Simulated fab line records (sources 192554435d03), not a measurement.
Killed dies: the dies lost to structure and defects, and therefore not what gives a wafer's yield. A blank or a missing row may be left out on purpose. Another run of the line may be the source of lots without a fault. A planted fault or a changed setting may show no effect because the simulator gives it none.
Split-lot study :: flow n5_finfet :: 39 wafers read from 7 lots, route of 1938 steps

## THE SPLIT ITSELF
At N5_SD_EPI_P_EPI_21 (deposits SiGe:B, time 355 s), the setting time_s was moved away from the recipe's 355 s on 18 of the 39 wafers read, by -54.9% to +34.0%. For the rest of the wafers, this setting stayed at what the recipe calls for.

## FROM THE SPLIT TO THE READING: what the file shows between them, 8 steps
- N5_SD_EPI_P_EPI_MEAS_23
- N5_SD_EPI_P_HM_STRIP_48: strips SiNx in H3PO4, material SiNx, target depth 3 nm
- N5_SD_EPI_P_SRD_49: time 30 s
- N5_SD_EPI_P_PRECLEAN_24: cleans in O3/DIW, time 45 s
- N5_SD_EPI_P_PRECLEAN_32: cleans in dHF, time 10 s
- N5_SD_EPI_P_PRECLEAN_33: cleans in SC2, time 45 s
- N5_SD_ACTIVATION_RTA_00: time 0 s
- N5_SD_ACTIVATION_LSA_01: time 0.0008 s

## THE READING
RS_SD_P, in ohm/sq, at N5_SD_ACTIVATION_RS_MEAS_03 (measures by four-point-probe). On this fab line, fault-free wafers typically give 56.3 ohm/sq with a standard deviation of 0.88 ohm/sq.

wafer: L074.1
tool, chamber at the split: epi_rpcvd-04, 0
time_s as run, s: 355
against the recipe: recipe
RS_SD_P, ohm/sq: 56.2
against lot-mates on the recipe: -

wafer: L074.2
tool, chamber at the split: epi_rpcvd-04, 0
time_s as run, s: 248.2
against the recipe: -30.1%
RS_SD_P, ohm/sq: 74.0
against lot-mates on the recipe: +17.9

wafer: L074.3
tool, chamber at the split: epi_rpcvd-04, 0
time_s as run, s: 355
against the recipe: recipe
RS_SD_P, ohm/sq: 55.9
against lot-mates on the recipe: -

wafer: L074.4
tool, chamber at the split: epi_rpcvd-04, 0
time_s as run, s: 355
against the recipe: recipe
RS_SD_P, ohm/sq: 56.3
against lot-mates on the recipe: -

wafer: L074.5
tool, chamber at the split: epi_rpcvd-04, 0
time_s as run, s: 248.2
against the recipe: -30.1%
RS_SD_P, ohm/sq: 75.2
against lot-mates on the recipe: +19.1

wafer: L074.6
tool, chamber at the split: epi_rpcvd-04, 0
time_s as run, s: 248.2
against the recipe: -30.1%
RS_SD_P, ohm/sq: 74.9
against lot-mates on the recipe: +18.8

wafer: L077.1
tool, chamber at the split: epi_rpcvd-01, 0
time_s as run, s: 355
against the recipe: recipe
RS_SD_P, ohm/sq: 57.2
against lot-mates on the recipe: -

wafer: L077.2
tool, chamber at the split: epi_rpcvd-01, 0
time_s as run, s: 301.5
against the recipe: -15.1%
RS_SD_P, ohm/sq: 62.8
against lot-mates on the recipe: +5.7

wafer: L077.3
tool, chamber at the split: epi_rpcvd-01, 0
time_s as run, s: 355
against the recipe: recipe
RS_SD_P, ohm/sq: 57.5
against lot-mates on the recipe: -

wafer: L077.4
tool, chamber at the split: epi_rpcvd-01, 0
time_s as run, s: 301.5
against the recipe: -15.1%
RS_SD_P, ohm/sq: 64.0
against lot-mates on the recipe: +6.9

wafer: L077.5
tool, chamber at the split: epi_rpcvd-01, 0
time_s as run, s: 301.5
against the recipe: -15.1%
RS_SD_P, ohm/sq: 62.0
against lot-mates on the recipe: +4.9

wafer: L077.6
tool, chamber at the split: epi_rpcvd-01, 0
time_s as run, s: 355
against the recipe: recipe
RS_SD_P, ohm/sq: 56.7
against lot-mates on the recipe: -

wafer: L079.1
tool, chamber at the split: epi_rpcvd-01, 0
time_s as run, s: 475.6
against the recipe: +34.0%
RS_SD_P, ohm/sq: 45.8
against lot-mates on the recipe: -9.5

wafer: L079.2
tool, chamber at the split: epi_rpcvd-01, 0
time_s as run, s: 355
against the recipe: recipe
RS_SD_P, ohm/sq: 55.6
against lot-mates on the recipe: -

wafer: L079.3
tool, chamber at the split: epi_rpcvd-01, 0
time_s as run, s: 475.6
against the recipe: +34.0%
RS_SD_P, ohm/sq: 45.6
against lot-mates on the recipe: -9.7

wafer: L079.4
tool, chamber at the split: epi_rpcvd-01, 0
time_s as run, s: 475.6
against the recipe: +34.0%
RS_SD_P, ohm/sq: 46.0
against lot-mates on the recipe: -9.3

wafer: L079.5
tool, chamber at the split: epi_rpcvd-01, 0
time_s as run, s: 355
against the recipe: recipe
RS_SD_P, ohm/sq: 55.3
against lot-mates on the recipe: -

wafer: L079.6
tool, chamber at the split: epi_rpcvd-01, 0
time_s as run, s: 355
against the recipe: recipe
RS_SD_P, ohm/sq: 54.9
against lot-mates on the recipe: -

wafer: L081.1
tool, chamber at the split: epi_rpcvd-03, 0
time_s as run, s: 270.9
against the recipe: -23.7%
RS_SD_P, ohm/sq: 69.9
against lot-mates on the recipe: +12.3

wafer: L081.2
tool, chamber at the split: epi_rpcvd-03, 0
time_s as run, s: 355
against the recipe: recipe
RS_SD_P, ohm/sq: 57.5
against lot-mates on the recipe: -

wafer: L081.3
tool, chamber at the split: epi_rpcvd-03, 0
time_s as run, s: 355
against the recipe: recipe
RS_SD_P, ohm/sq: 58.3
against lot-mates on the recipe: -

wafer: L081.4
tool, chamber at the split: epi_rpcvd-03, 0
time_s as run, s: 355
against the recipe: recipe
RS_SD_P, ohm/sq: 56.9
against lot-mates on the recipe: -

wafer: L081.5
tool, chamber at the split: epi_rpcvd-03, 0
time_s as run, s: 270.9
against the recipe: -23.7%
RS_SD_P, ohm/sq: 68.3
against lot-mates on the recipe: +10.7

wafer: L081.6
tool, chamber at the split: epi_rpcvd-03, 0
time_s as run, s: 270.9
against the recipe: -23.7%
RS_SD_P, ohm/sq: 69.6
against lot-mates on the recipe: +12.0

wafer: L083.2
tool, chamber at the split: epi_rpcvd-04, 0
time_s as run, s: 355
against the recipe: recipe
RS_SD_P, ohm/sq: 56.5
against lot-mates on the recipe: -

wafer: L083.5
tool, chamber at the split: epi_rpcvd-04, 0
time_s as run, s: 355
against the recipe: recipe
RS_SD_P, ohm/sq: 56.4
against lot-mates on the recipe: -

wafer: L083.6
tool, chamber at the split: epi_rpcvd-04, 0
time_s as run, s: 355
against the recipe: recipe
RS_SD_P, ohm/sq: 55.4
against lot-mates on the recipe: -

wafer: L088.1
tool, chamber at the split: epi_rpcvd-01, 0
time_s as run, s: 160
against the recipe: -54.9%
RS_SD_P, ohm/sq: 114.2
against lot-mates on the recipe: +59.1

wafer: L088.2
tool, chamber at the split: epi_rpcvd-01, 0
time_s as run, s: 160
against the recipe: -54.9%
RS_SD_P, ohm/sq: 113.0
against lot-mates on the recipe: +57.9

wafer: L088.3
tool, chamber at the split: epi_rpcvd-01, 0
time_s as run, s: 355
against the recipe: recipe
RS_SD_P, ohm/sq: 55.1
against lot-mates on the recipe: -

wafer: L088.4
tool, chamber at the split: epi_rpcvd-01, 0
time_s as run, s: 355
against the recipe: recipe
RS_SD_P, ohm/sq: 55.0
against lot-mates on the recipe: -

wafer: L088.5
tool, chamber at the split: epi_rpcvd-01, 0
time_s as run, s: 160
against the recipe: -54.9%
RS_SD_P, ohm/sq: 112.4
against lot-mates on the recipe: +57.3

wafer: L088.6
tool, chamber at the split: epi_rpcvd-01, 0
time_s as run, s: 355
against the recipe: recipe
RS_SD_P, ohm/sq: 55.1
against lot-mates on the recipe: -

wafer: L090.1
tool, chamber at the split: epi_rpcvd-03, 0
time_s as run, s: 355
against the recipe: recipe
RS_SD_P, ohm/sq: 55.9
against lot-mates on the recipe: -

wafer: L090.2
tool, chamber at the split: epi_rpcvd-03, 0
time_s as run, s: 427.1
against the recipe: +20.3%
RS_SD_P, ohm/sq: 49.5
against lot-mates on the recipe: -6.9

wafer: L090.3
tool, chamber at the split: epi_rpcvd-03, 0
time_s as run, s: 427.1
against the recipe: +20.3%
RS_SD_P, ohm/sq: 49.9
against lot-mates on the recipe: -6.5

wafer: L090.4
tool, chamber at the split: epi_rpcvd-03, 0
time_s as run, s: 427.1
against the recipe: +20.3%
RS_SD_P, ohm/sq: 49.6
against lot-mates on the recipe: -6.8

wafer: L090.5
tool, chamber at the split: epi_rpcvd-03, 0
time_s as run, s: 355
against the recipe: recipe
RS_SD_P, ohm/sq: 55.8
against lot-mates on the recipe: -

wafer: L090.6
tool, chamber at the split: epi_rpcvd-03, 0
time_s as run, s: 355
against the recipe: recipe
RS_SD_P, ohm/sq: 57.4
against lot-mates on the recipe: -

FIT RESULTS
A straight line over all 39 wafers: RS_SD_P changes by -0.705 ohm/sq for each +1% of time_s; r = -0.92; the points scatter about the line by 6.7 ohm/sq.
The same after taking each lot's own level away (the mean of its wafers on the recipe; 39 wafers): -0.704 ohm/sq for each +1%; r = -0.91; scatter 7.2 ohm/sq.
That fit puts the effect of the largest move of time_s on the reading at 39 ohm/sq.
Across the lots, their own levels run from 55.07 to 57.57 ohm/sq, a range of 2.8 times the standard deviation given above.
The two slopes agree, so the slope changes little with the lot-to-lot level.
Check: with one of the wafers moved furthest among these (-54.9%) left out of the fit, the line predicts +37.3 ohm/sq for it against its lot-mates. Against them it came out at +59.1 ohm/sq.

## ADDITIONAL SPLITS CARRIED BY THESE WAFERS
These wafers also went through other splits before the reading. Each is held against what the fit with the lots' levels taken away leaves over:
other split on the same wafers: N5_PMOS_HMC_CHANNEL_EPI_DEVELOP_08 develop_time_s
wafers away from the commonest value: 15
r with RS_SD_P (lot level and that fit taken away): +0.24

other split on the same wafers: N5_FIN_SAQP_ETCH_65 time_s
wafers away from the commonest value: 18
r with RS_SD_P (lot level and that fit taken away): +0.03

## THE WHOLE CHAIN: every reading that the file lists as answering this split, in the file's order
step: N5_SD_EPI_P_EPI_21
what it does: deposits SiGe:B, time 355 s
reading: SiGe-B_of_SD_EPI_P_EPI_21.thk_nm (the simulator's own value, which no gauge read)
change (the file's fit): +0.499 nm for each +1% of the setting
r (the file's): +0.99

step: N5_SD_EPI_P_EPI_MEAS_23
what it does: 
reading: thk_nm
change (the file's fit): withheld for each +1% of the setting
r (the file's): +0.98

step: N5_SD_EPI_P_PRECLEAN_24
what it does: cleans in O3/DIW, time 45 s
reading: SiGe-B_of_SD_EPI_P_EPI_21.thk_nm (the simulator's own value, which no gauge read)
change (the file's fit): +0.495 nm for each +1% of the setting
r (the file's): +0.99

step: N5_SD_ACTIVATION_RS_MEAS_03
what it does: measures by four-point-probe
reading: RS_SD_P
change (the file's fit): -0.729 for each +1% of the setting
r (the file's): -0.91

## THE FILE'S OWN FIT
RS_SD_P changes by -0.729 ohm/sq for each +1% of time_s, r = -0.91.
